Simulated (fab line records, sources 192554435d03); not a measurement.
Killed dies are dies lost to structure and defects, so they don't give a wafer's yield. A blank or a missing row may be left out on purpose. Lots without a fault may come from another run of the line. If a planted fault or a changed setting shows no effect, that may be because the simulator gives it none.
fab line records | flow n5Finfet
record: lots: 4 wafers: 12 lastDay: 18
route steps=1938 shown WELL_APT@36 PMOS_HMC_CHANNEL_EPI@57 BEOL_M4@1111 PASSIVATION@1936
lots untouched by any fault: they come from a run of this same line in which no faults occurred
startH: the number of hours between the record's first day and the start of the first shown wafer of the lot | waitH: hours since the lot's step before | " identical to the entry in the row above | L1.1+2: a row that stands for several wafers | - no value, or no start was given | * or withheld: withheld | < > ~ a bound
route shown NAME@n: a module of which the file shows steps, and the number in the route of the first | usual: mean/standard deviation of fault-free wafers | same: alike in all rows | chamber/n: place in a boat | sites: per-site readings | _std_site: their standard deviation | _edge_site: inner sites' mean taken away from outer sites' mean | radiusMm: how far each site lies from the wafer's centre | mask NAME#n: copy n | behind: the tool/chamber that last shaped the wafer | hold: why the lot was held/for how many hours/how that ended | device: the transistor (n, p or np) that didn't switch | end of line: the tests these same wafers got at the end of their route | for a step that has no rows: nothing shown but its recipe | killed: at the first sort, the dies lost to defects and structure; wafer yield is something else | map: a wafer's dies, x killed, . not, _ none there
set.NAME: setting as actually run; set.NAME@STEP: the setting as run at that earlier step | model.NAME: the simulator's own value behind a step, which no gauge read
lots seen at some steps along the route; tables by step, rows by wafer
services: the hour from which a tool's chamber was out of use, counted from the record's first day as startH (under 0 if before that day), plus the number of hours and why
== steps ==
step: N5_WELL_APT_COAT_19
recipe: spinRpm: 1357 resistThkNm: 950
step: N5_WELL_APT_EBR_21
recipe: solvent: PGMEA ebrWidthMm: 1.5
step: N5_WELL_APT_SOFTBAKE_20
recipe: tempC: 130 timeS: 60
step: N5_WELL_APT_EXPOSE_22
recipe: maskId: PWELL na: 0.8 sourceShape: conventional sigmaOuter: 0.8 polarization: unpolarized defocusNm: 0 targetCdNm: 200 doseMj: 23.2
step: N5_WELL_APT_PEB_23
recipe: pebTempC: 130 pebTimeS: 90
step: N5_WELL_APT_DEVELOP_24
recipe: developTimeS: 45 rinseLiquid: surfactantRinse dry: airSpin devTempC: 21
step: N5_WELL_APT_HARDBAKE_29
recipe: tempC: 130 timeS: 120
step: N5_WELL_APT_DESCUM_30
recipe: chemistry: O2 timeS: 7.9 sourcePowerW: 50 biasPowerW: 20 pressureMtorr: 20 rfFrequencyHz: 2.712e+07 tempC: 40 o2FlowSccm: 225
step: N5_WELL_APT_IMPLANT_31
recipe: species: B energyKev: 60 doseCm2: 1.5e+13 tiltDeg: 0 rotationDeg: 0
step: N5_WELL_APT_IMPLANT_32
recipe: species: BF2 energyKev: 50 doseCm2: 2e+13 tiltDeg: 0 rotationDeg: 0
usual: doseIonsCm2: 2e+13/2.2e+10 faradayCurrentUA: 255/5.1
columns lot.wafer tool chamber startH waitH doseIonsCm2 faradayCurrentUA
L196.1 implanter-01 0 45.56 0.1 2e+13 265
L196.4 " 0 " " 1.9975e+13 248
L196.6 " 0 " " 2.0016e+13 259
L203.2 implanter-01 0 87.33 0.1 1.976e+12 25
L203.3 " 0 " " 2.012e+12 26
L203.6 " 0 " " 1.971e+12 26
L205.1 implanter-01 0 99.69 0.1 2e+12 25
L205.2 " 0 " " 2.017e+12 25
L205.4 " 0 " " 2.023e+12 25
L211.1 implanter-02 0 135.43 0.1 2e+13 251
L211.2 " 0 " " 2.002e+13 249
L211.4 " 0 " " 2.0012e+13 251
step: N5_WELL_APT_STRIP_33
recipe: chemistry: SPM timeS: 900 tempC: 130 h2so4H2o2VolRatio: 4 dry: ipaMarangoni
step: N5_WELL_APT_RTA_34
recipe: tempC: 1000 timeS: 10 ambient: N2 idleTempC: 600 rampUpCPerS: 150 rampDownCPerS: 60 coolToC: 600
step: N5_WELL_APT_OXIDE_STRIP_42
recipe: chemistry: dHF dilution: 25:1 timeS: 45 tempC: 25 target: SiO2 targetDepthA: 120
step: N5_WELL_APT_PRECLEAN_36
recipe: chemistry: O3/DIW timeS: 45 tempC: 22 o3Ppm: 10
step: N5_WELL_APT_PRECLEAN_39
recipe: chemistry: dHF timeS: 60 dilution: 150:1 tempC: 25
step: N5_WELL_APT_SRD_37
recipe: dry: ipaMarangoni doPpb: 5 timeS: 30 tempC: 23 rinseLiquid: diw
step: N5_WELL_APT_EPI_41
recipe: material: Si targetThkA: 500 tempC: 650 precursor: SiH4/H2 pressureTorr: 20 timeS: 297.7
step: N5_PMOS_HMC_CHANNEL_EPI_HM_DEP_34
recipe: material: SiO2 targetThkA: 360 tempC: 400 precursor: TEOS/O2 pressureTorr: 6.5 rfW: 900 teosFlowSccm: 161.4 gas: O2 flowSccm: 2650 timeS: 6.9
step: N5_PMOS_HMC_CHANNEL_EPI_COAT_31
recipe: resist: BARC tempC: 205 timeS: 60 spinRpm: 1500 resistThkNm: 66
step: N5_PMOS_HMC_CHANNEL_EPI_COAT_03
recipe: resist: CAR-ArF-block spinRpm: 1500 resistThkNm: 205
step: N5_PMOS_HMC_CHANNEL_EPI_EBR_05
recipe: solvent: PGMEA ebrWidthMm: 1.5
step: N5_PMOS_HMC_CHANNEL_EPI_SOFTBAKE_04
recipe: tempC: 110 timeS: 60 resist: CAR-ArF-block
step: N5_PMOS_HMC_CHANNEL_EPI_EXPOSE_06
recipe: maskId: PMOS_HMC_BLK na: 1.35 sourceShape: conventional sigmaOuter: 0.8 polarization: unpolarized targetCdNm: 240 doseMj: 41
step: N5_PMOS_HMC_CHANNEL_EPI_PEB_07
recipe: pebTempC: 110 pebTimeS: 60 resist: CAR-ArF-block
step: N5_PMOS_HMC_CHANNEL_EPI_DEVELOP_08
recipe: developTimeS: 30 developer: TMAH resist: CAR-ArF-block devTempC: 23 rinseLiquid: diw dry: airSpin
step: N5_PMOS_HMC_CHANNEL_EPI_DESCUM_14
recipe: chemistry: O2 timeS: 7.9 sourcePowerW: 50 biasPowerW: 20 pressureMtorr: 20 rfFrequencyHz: 2.712e+07 tempC: 40 resist: CAR-ArF-block o2FlowSccm: 225
step: N5_PMOS_HMC_CHANNEL_EPI_ETCH_32
recipe: chemistry: N2/H2 target: BARC stopOn: SiO2 targetDepthA: 858 overEtchFrac: 0.3 timeS: 50.3 ionEnergyEv: 200 maskMaterial: CAR-ArF-block pressureMtorr: 30 sourceW: 840 biasW: 150 n2FlowSccm: 200 h2FlowSccm: 200
step: N5_PMOS_HMC_CHANNEL_EPI_HM_OPEN_15
recipe: chemistry: CHF3/O2 target: SiO2 maskMaterial: CAR-ArF-block targetDepthA: 406 CHF3_flow_sccm: 50 O2_flow_sccm: 5 Ar_flow_sccm: 200 timeS: 20.3 pressureMtorr: 30 sourceW: 650 biasW: 170 ionEnergyEv: 200
step: N5_PMOS_HMC_CHANNEL_EPI_STRIP_33
recipe: chemistry: N2/H2 powerW: 500 tempC: 40 pressureMtorr: 50 rfFrequencyHz: 6e+07 overashFraction: 0.3 biasPowerW: 8 h2Frac: 0.5 n2FlowSccm: 300 h2FlowSccm: 300
step: N5_PMOS_HMC_CHANNEL_EPI_STRIP_17
recipe: chemistry: SPM timeS: 750 tempC: 130 h2so4H2o2VolRatio: 4 dry: ipaMarangoni
step: N5_PMOS_HMC_CHANNEL_EPI_ETCH_38
recipe: chemistry: CF4 target: SiO2 targetDepthA: 15 ionEnergyEv: 350 pressureMtorr: 10 icpW: 800 biasW: 400 cf4FlowSccm: 80
step: N5_PMOS_HMC_CHANNEL_EPI_FIN_RECESS_16
recipe: chemistry: HBr/Cl2 target: Si maskMaterial: SiO2 targetDepthA: 540 timeS: 18 pressureMtorr: 10 icpW: 800 biasW: 75 HBr_flow_sccm: 150 Cl2_flow_sccm: 80
step: N5_PMOS_HMC_CHANNEL_EPI_PRECLEAN_36
recipe: chemistry: O3/DIW timeS: 45 tempC: 22 o3Ppm: 10
step: N5_PMOS_HMC_CHANNEL_EPI_PRECLEAN_18
recipe: chemistry: DHF timeS: 30 tempC: 25 dilution: withheld
step: N5_PMOS_HMC_CHANNEL_EPI_SRD_19
recipe: dry: ipaMarangoni doPpb: 5 timeS: 30 tempC: 23 rinseLiquid: diw
step: N5_BEOL_M4_RC_MEAS_101
usual: CJ_N: 4.32/0.1 DIBL_N: 36.0/2.2 DIBL_P: 36.2/2.4 IOFF_N: 0.16/0.035 IOFF_N_85C: 3.1/0.57 IOFF_N_LIN: 0.073/0.013 IOFF_N_LONG: 5.49e-05/1.8e-06 IOFF_P: 0.21/0.037 ION_N: 672/13 ION_P: 461/7 RS_PWELL: 3005/24 SS_N: 71.4/0.69 SS_P: 73.2/0.75 VT_N: 250/3.4 VT_P: -251/3
columns lot.wafer tool chamber startH waitH CJ_N DIBL_N[mV/V] DIBL_P[mV/V] IOFF_N[nA/um] IOFF_N_85C[nA/um] IOFF_N_LIN[nA/um] IOFF_N_LONG[nA/um] IOFF_P[nA/um] ION_N[uA/um] ION_P[uA/um] RS_PWELL[ohm/sq] SS_N[mV/dec] SS_P[mV/dec] VT_N[mV] VT_P[mV]
L196.1 prober-02 0 236.73 0.0 4.36 33.1 33.9 0.11 2.3 0.055 5.24e-05 0.17 653 452 3019 70.3 72.8 258 -255
L196.4 " 0 " " 4.56 36.9 37.4 0.19 3.5 0.081 5.34e-05 0.23 678 466 3008 72.1 73.7 248 -249
L196.6 " 0 " " 4.47 37.6 38.0 0.20 3.7 0.084 5.31e-05 0.24 668 458 3046 72.4 74.2 249 -250
L203.2 prober-02 0 271.29 0.2 1.43 72.9 36.5 5.44 59.8 0.264 5.1e-05 0.20 703 461 3201 108.8 73.8 242 -253
L203.3 " 0 " " 1.38 60.5 35.0 2.15 27.7 0.169 5.09e-05 0.18 692 459 3151 98.0 72.9 247 -254
L203.6 " 0 " " 1.41 67.0 37.1 3.71 43.6 0.225 5.05e-05 0.21 713 464 3162 102.6 73.6 242 -250
L205.1 prober-02 0 302.11 0.0 1.39 73.1 34.2 5.02 55.3 0.221 4.89e-05 0.17 679 448 3213 112.9 73.1 250 -253
L205.2 " 0 " " 1.40 67.8 36.1 3.85 44.5 0.206 4.84e-05 0.20 678 454 3184 105.8 73.6 245 -253
L205.4 " 0 " " 1.37 54.2 36.4 1.47 19.8 0.148 4.97e-05 0.20 693 458 3177 90.5 73.3 246 -253
L211.1 prober-01 0 315.90 0.0 4.32 33.5 32.5 0.11 2.3 0.056 5.58e-05 0.14 662 454 2970 70.8 72.1 252 -257
L211.2 " 0 " " 4.43 39.2 39.1 0.21 3.8 0.091 5.57e-05 0.23 693 468 2964 72.4 73.8 244 -250
L211.4 " 0 " " 4.29 36.1 35.8 0.15 3.0 0.074 5.72e-05 0.18 680 461 2994 70.4 72.9 246 -253
step: N5_PASSIVATION_PROBE_49
usual: defectLimitedYield: 91.2/1.4 killed_at_M0_to_M3: 34/9.4 killed_at_M4_up: 14/5.6 killedAtContacts: 13/7.8 killedAtFrontEnd: 37/10 killedAtOther: 4/3.3 killedDies: 103/17 killedOpen: 68/13 killedShort: 33/8.2 sort_bin_4_leakage: 0.00/0.0071 sort_bin_5_function: 5.1/0.92 sort_bin_6_memory: 3.3/0.71 sortNPass: 1077/17 sortYieldPct: 91.2/1.4
same: grossDies: 1180 killedAtBackSide: 0 sort_bin_8_speed[%]: 0
columns lot.wafer tool chamber startH waitH defectLimitedYield[%] killed_at_M0_to_M3 killed_at_M4_up killedAtContacts killedAtFrontEnd killedAtOther killedDies killedOpen killedShort sort_bin_4_leakage[%] sort_bin_5_function[%] sort_bin_6_memory[%] sortNPass sortYieldPct[%]
L203.2 prober-01 - 381.64 0.1 90.8 35 10 21 40 2 108 74 34 90.85 5.8 3.0 0 0
L203.3 prober-01 - 381.69 0.1 94.9 18 9 11 17 5 60 38 17 94.92 3.3 1.4 0 0
L203.6 prober-01 - 381.84 0.3 90.4 32 7 33 34 7 113 76 34 90.42 5.6 3.5 0 0
L205.1 prober-02 - 418.67 0.0 92.4 19 13 16 36 6 90 62 26 92.37 5.3 2.0 0 0
L205.2 prober-02 - 418.72 0.1 91.6 38 12 4 36 9 99 68 27 91.61 4.7 3.3 0 0
L205.4 prober-02 - 418.82 0.2 91.3 36 7 9 39 12 103 63 39 91.27 4.4 3.9 0 0
killed by level:class
L203.2 MOL_CONTACT_COAG:geometricParticle:open=17 STI_FIN_REVEAL:geometricParticle:open=11 BEOL_M1:geometricParticle:open=9 BEOL_M3:geometricParticle:open=8 BEOL_M0_SAQP:geometricParticle:short=5 FIN_SAQP:geometricParticle:open=4 FIN_SAQP:geometricParticle:short=4 MOL_CONTACT_COAG:geometricParticle:short=4
L203.3 MOL_CONTACT_COAG:geometricParticle:open=9 BEOL_M3:geometricParticle:open=7 FIN_SAQP:geometricParticle:open=3 BEOL_M0_SAQP:geometricParticle:short=3 HKMG_FIN:areaEtch=3 FIN_SAQP:geometricParticle:short=2 STI_FIN_REVEAL:geometricParticle:open=2 DUMMY_GATE:geometricParticle:open=2
L203.6 MOL_CONTACT_COAG:geometricParticle:open=25 FIN_SAQP:geometricParticle:short=10 MOL_CONTACT_COAG:geometricParticle:short=8 BEOL_M0_SAQP:geometricParticle:open=8 BEOL_M3:geometricParticle:open=7 FIN_SAQP:geometricParticle:open=6 STI_FIN_REVEAL:geometricParticle:open=6 BEOL_M1:geometricParticle:open=6
L205.1 MOL_CONTACT_COAG:geometricParticle:open=15 FIN_SAQP:geometricParticle:open=10 STI_FIN_REVEAL:geometricParticle:open=7 BEOL_M0_SAQP:geometricParticle:short=7 GATE_CUT:geometricParticle:short=4 BEOL_M4:geometricParticle:open=4 BEOL_M6:geometricParticle:open=4 SPACER0:geometricParticle:open=3
L205.2 BEOL_M3:geometricParticle:open=14 FIN_SAQP:geometricParticle:open=8 STI_FIN_REVEAL:geometricParticle:open=8 BEOL_M1:geometricParticle:open=5 BEOL_M2:geometricParticle:open=5 MOL_CONTACT_COAG:geometricParticle:open=4 BEOL_M0:geometricParticle:open=4 BEOL_M3:geometricParticle:short=4
L205.4 FIN_SAQP:geometricParticle:open=13 MOL_CONTACT_COAG:geometricParticle:open=8 BEOL_M0_SAQP:geometricParticle:short=7 FIN_SAQP:geometricParticle:short=5 BEOL_M0_SAQP:geometricParticle:open=5 BEOL_M0:geometricParticle:short=5 BEOL_M2:geometricParticle:open=5 STI_FIN_REVEAL:geometricParticle:open=4
map L203.6 (x killed, . not)
_________________............________________
______________.................._____________
___________...x....................__________
__________.........x.xx.x....xxx...._________
________x...............x.x..........._______
_______.........................x....x.______
______.x........x...........x....x......_____
_____...x.............x..................____
____..x.........x......xx............x....___
___..............x........x........x.......__
___............x.x.x.......................__
__..................x.....x................._
__.........................................._
_..............x...x.............x...........
_....x.............................x..xx.....
_..x.x.........................x...x.........
_...........x.............x..x...........x...
_.....x............x................x.....x..
_.....................x....x.............xx..
_...x...x.......x......x.....................
_x....................x...........x........x.
__..xx..xx....x.....x......x.x............x._
__.xx................x.xx.........x........._
___...x.x.....x............x...............__
___...x........x......x..............x.xx..__
____.x...................x......x.........___
_____x............x......................____
______.....x..........x..x.............._____
_______......x.......x.......x.........______
________.....x...xx.x...xx..x........._______
__________...............x......x..._________
___________....x...x..........x.x..__________
______________.................x_____________
_________________............________________
map L205.4 (x killed, . not)
_________________x.....x.....________________
______________.................x_____________
___________........................__________
__________...........xx......x...x.x_________
________.............................._______
_______.........xx.....x.........x.....______
______...x....xx..............x..x......_____
_____.........................x.......xx.____
____.....................x..x.............___
___.xx.x....x................x.............__
___.........x..........x......x.......x....__
__..x......................................._
__...xx...x................x......x........._
_.......x..x.......x..x.x..x.............x...
_...................x........................
_.......................x.........x.x...xxx..
_.................x........x.x.x.............
_............................................
_............x................x..............
_......x..............x....x......x.x...x....
_....................x..................x.x..
__..................x...x...x.....x...x.x..._
__.......................x....x....x........_
___............................x...........__
___.......x..........................x.x...__
____..x..x.xx............x........x.x.....___
_____....x......x...................x...x____
______.................................x_____
_______x....x..........x...............______
________...............x.........x..x._______
__________....x.......x............._________
___________x...............x.......__________
______________.......x.........._____________
_________________.....x......________________
== services ==
columns tool chamber startH hours kind
implanter-02 - 31.70 2.0 repair
implanter-01 - 107.93 3.3 pm
== key ==
firstSign: step: N5_WELL_APT_IMPLANT_32 reading: doseIonsCm2 direction: down sigmas: 99+ usual: 2e+13 struck: 2e+12
effect: step: N5_WELL_APT_IMPLANT_32 reading: faradayCurrentUA direction: down sigmas: 45 usual: 255 struck: 26
effect: step: N5_BEOL_M4_RC_MEAS_101 reading: IOFF_N direction: up sigmas: 98 usual: 0.16 struck: 3.61
effect: step: N5_BEOL_M4_RC_MEAS_101 reading: IOFF_N_85C direction: up sigmas: 68 usual: 3.1 struck: 41.8
effect: step: N5_BEOL_M4_RC_MEAS_101 reading: SS_N direction: up sigmas: 46 usual: 71.4 struck: 103.1
effect: step: N5_BEOL_M4_RC_MEAS_101 reading: CJ_N direction: down sigmas: 29 usual: 4.32 struck: 1.40
effect: step: N5_BEOL_M4_RC_MEAS_101 reading: DIBL_N direction: up sigmas: 14 usual: 36.0 struck: 65.9
effect: step: N5_BEOL_M4_RC_MEAS_101 reading: IOFF_N_LIN direction: up sigmas: 10 usual: 0.073 struck: 0.206
effect: step: N5_BEOL_M4_RC_MEAS_101 reading: RS_PWELL direction: up sigmas: 7.3 usual: 3005 struck: 3181
effect: step: N5_BEOL_M4_RC_MEAS_101 reading: IOFF_N_LONG direction: down sigmas: 2.8 usual: 5.49e-05 struck: 4.99e-05
effect: step: N5_BEOL_M4_RC_MEAS_101 reading: ION_N direction: up sigmas: 1.7 usual: 672 struck: 693 wafersMoved: 3
effect: step: N5_BEOL_M4_RC_MEAS_101 reading: VT_N direction: down sigmas: 1.5 usual: 250 struck: 245 wafersMoved: 1
effect: step: N5_PASSIVATION_PROBE_49 reading: sort_bin_4_leakage direction: up sigmas: 99+ usual: 0.00 struck: 91.91
metAt N5_WELL_APT_IMPLANT_32
struckWafers L203.2,L203.3,L203.6,L205.1,L205.2,L205.4
onsetBetween 45.56 87.33
fault: kind: processParameterDrift tool: implanter-01 chamber: - onsetH: 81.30 steps: N5_WELL_APT_IMPLANT_32 channel: doseCm2 offset: -1.8e+13 shape: step endH: 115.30 actsIn: theseRecipesOnly stated: 2e+13
